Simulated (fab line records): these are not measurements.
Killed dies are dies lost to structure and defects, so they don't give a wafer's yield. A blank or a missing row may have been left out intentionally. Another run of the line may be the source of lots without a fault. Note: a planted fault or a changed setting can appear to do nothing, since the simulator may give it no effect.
Chamber matching    flow nand harc    rie diel-08 running NHARC_A_CONTACT_ETCH_102: 4 sister chambers
The step etches the open film in CF4/O2, target depth 100 nm, overetch 10 nm, time 55 s. 16 wafers are shown with their chamber, then 8 later ones without.

== EACH WAFER AND ITS CHAMBER ==
wafer   chamber  drypump motor current A (A)  showerhead plenum p Torr (Torr)  rf vpp V (V)
L075.3  3        5.7                          1.30                             196.7
L075.4  0        5.3                          1.41                             198.3
L075.5  1        6.0                          1.44                             200.1
L077.1  3        5.7                          1.30                             196.8
L077.2  0        5.3                          1.41                             199.1
L077.4  1        6.0                          1.44                             199.5
L078.2  2        5.5                          1.27                             196.6
L078.4  0        5.3                          1.41                             197.9
L078.6  3        5.7                          1.30                             197.4
L086.3  0        5.3                          1.40                             199.6
L086.4  3        5.7                          1.29                             198.3
L086.6  2        5.4                          1.27                             196.6
L090.1  1        6.0                          1.42                             200.3
L090.2  2        5.4                          1.26                             196.4
L090.6  0        5.3                          1.40                             198.4
L092.4  1        6.0                          1.42                             199.9

SIGNATURES (means of the wafers above)
reading                   chamber 0  chamber 1  chamber 2  chamber 3  scatter within a chamber
drypump motor current A   5.300      6.000      5.433      5.700      0.0236
showerhead plenum p Torr  1.4060     1.4300     1.2667     1.2975     0.00743
rf vpp V                  198.660    199.950    196.533    197.300    0.566
Rule: distance of a wafer from a chamber = root of the sum over the readings of ((wafer's reading minus chamber's mean) / reading's scatter) squared. The wafer belongs to the nearest chamber; if the next one is less than 2 further off, it can't be placed. The scatter is the square root of a quotient: the sum, over the shown wafers, of each reading's squared deviation from its chamber's mean, divided by wafers minus chambers.

== WAFERS WITHOUT THEIR CHAMBER ==
wafer   drypump motor current A (A)  showerhead plenum p Torr (Torr)  rf vpp V (V)
L092.5  5.4                          1.26                             195.6
L092.6  5.7                          1.28                             197.2
L095.1  5.5                          1.26                             196.4
L095.2  5.3                          1.40                             199.9
L095.6  5.3                          1.40                             198.8
L096.2  5.4                          1.26                             196.8
L096.5  5.4                          1.26                             196.5
L096.6  6.0                          1.42                             199.8

== WHICH CHAMBER EACH WENT THROUGH ==
wafer   from the rows above  in truth
L092.5  2                    2
L092.6  3                    3
L095.1  2                    2
L095.2  0                    0
L095.6  0                    0
L096.2  2                    2
L096.5  2                    2
L096.6  1                    1
Correctly placed: 8 of 8. Left unplaced by these rows: 0. Number placed wrongly: 0.
